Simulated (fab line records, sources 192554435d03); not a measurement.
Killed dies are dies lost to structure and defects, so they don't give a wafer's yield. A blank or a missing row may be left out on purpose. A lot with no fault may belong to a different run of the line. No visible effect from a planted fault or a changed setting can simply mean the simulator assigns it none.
Chamber matching -- flow n5Finfet -- N5_BEOL_M8_PECVD_70 on pecvd-01: 3 sister chambers
The step deposits SiO2 from TEOS/O2, target thk 20 nm, time 22.7 s. 6 wafers are shown with their chamber, then 7 later ones without.

== WAFERS PAIRED WITH THEIR CHAMBERS ==
wafer,chamber,throttleValvePct (%),showerheadPlenumPTorr (Torr)
L078.4,0,22.2,8.76
L089.4,0,22.4,8.72
L091.4,2,21.1,8.71
L091.6,1,21.9,8.80
L094.1,1,21.8,8.79
L094.4,2,21.0,8.76

== WAFERS WITH NO CHAMBER GIVEN ==
wafer,throttleValvePct (%),showerheadPlenumPTorr (Torr)
L094.6,22.0,8.73
L096.2,21.1,8.75
L096.4,22.0,8.80
L096.5,22.5,8.77
L097.2,22.0,8.78
L097.5,22.2,8.80
L097.6,21.1,8.75

== EACH ONE'S CHAMBER ==
wafer,from the rows above,in truth
L094.6,can't be placed: 1 or 0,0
L096.2,2,2
L096.4,1,1
L096.5,0,0
L097.2,can't be placed: 1 or 0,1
L097.5,can't be placed: 0 or 1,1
L097.6,2,2
4 of 7 placed correctly. Not placeable from these rows: 3 (in 3, the candidates include the true chamber). Placed wrongly: 0.
How it was worked out, from the rows above alone: a wafer's distance from a chamber is the root of the sum, over the readings, of the square of ((its reading less the chamber's mean) divided by the reading's scatter). If the next closest chamber is less than 2 further off than the closest, the wafer can't be placed; otherwise it belongs to the closest. The mean given for a chamber averages the wafers shown for that chamber. How the scatter is found: for the shown wafers, subtract from each reading the mean of its chamber, square and add these, divide the total by (wafers less chambers), then take the root.
